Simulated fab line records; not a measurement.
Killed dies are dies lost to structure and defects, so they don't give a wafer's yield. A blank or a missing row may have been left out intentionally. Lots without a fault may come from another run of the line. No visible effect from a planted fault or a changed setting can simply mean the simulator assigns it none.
Matching of chambers / flow n5 finfet / rie diel-02 running N5_BEOL_M8_ETCH_65: 4 sister chambers
The step etches SiARC in CF4, target depth 15.6 nm, time 26 s. 8 wafers are shown with their chamber, then 9 later ones without.

== WAFERS PAIRED WITH THEIR CHAMBERS ==
wafer=L080.6; chamber=3; showerhead plenum p Torr (Torr)=2.22; oes product au (a.u.)=0.63
wafer=L085.1; chamber=0; showerhead plenum p Torr (Torr)=2.14; oes product au (a.u.)=0.59
wafer=L085.6; chamber=1; showerhead plenum p Torr (Torr)=2.09; oes product au (a.u.)=0.68
wafer=L083.3; chamber=3; showerhead plenum p Torr (Torr)=2.21; oes product au (a.u.)=0.63
wafer=L083.4; chamber=0; showerhead plenum p Torr (Torr)=2.14; oes product au (a.u.)=0.60
wafer=L087.3; chamber=2; showerhead plenum p Torr (Torr)=2.08; oes product au (a.u.)=0.72
wafer=L087.4; chamber=1; showerhead plenum p Torr (Torr)=2.09; oes product au (a.u.)=0.68
wafer=L087.5; chamber=2; showerhead plenum p Torr (Torr)=2.08; oes product au (a.u.)=0.73

== WAFERS WITHOUT THEIR CHAMBER ==
wafer=L089.2; showerhead plenum p Torr (Torr)=2.13; oes product au (a.u.)=0.58
wafer=L089.3; showerhead plenum p Torr (Torr)=2.08; oes product au (a.u.)=0.72
wafer=L089.5; showerhead plenum p Torr (Torr)=2.08; oes product au (a.u.)=0.72
wafer=L090.3; showerhead plenum p Torr (Torr)=2.09; oes product au (a.u.)=0.66
wafer=L090.4; showerhead plenum p Torr (Torr)=2.21; oes product au (a.u.)=0.61
wafer=L090.5; showerhead plenum p Torr (Torr)=2.21; oes product au (a.u.)=0.62
wafer=L092.1; showerhead plenum p Torr (Torr)=2.08; oes product au (a.u.)=0.72
wafer=L092.2; showerhead plenum p Torr (Torr)=2.13; oes product au (a.u.)=0.59
wafer=L092.3; showerhead plenum p Torr (Torr)=2.21; oes product au (a.u.)=0.61

== WHICH CHAMBER EACH WENT THROUGH ==
wafer=L089.2; from the rows above=0; in truth=0
wafer=L089.3; from the rows above=2; in truth=2
wafer=L089.5; from the rows above=2; in truth=2
wafer=L090.3; from the rows above=1; in truth=1
wafer=L090.4; from the rows above=3; in truth=3
wafer=L090.5; from the rows above=3; in truth=3
wafer=L092.1; from the rows above=2; in truth=2
wafer=L092.2; from the rows above=0; in truth=0
wafer=L092.3; from the rows above=3; in truth=3
Correctly placed: 9 of 9. Number that these rows cannot place: 0. Number placed wrongly: 0.
How it was worked out, from the rows above alone: a wafer's distance from a chamber is the root of the sum, over the readings, of the square of ((its reading less the chamber's mean) divided by the reading's scatter). If the next closest chamber is less than 2 further off than the closest, the wafer can't be placed; otherwise it belongs to the closest. Each chamber's mean is taken over the wafers shown for it. The scatter: the root of (the sum of the squares of (reading less its chamber's mean) over the shown wafers, divided by (wafers less chambers)).
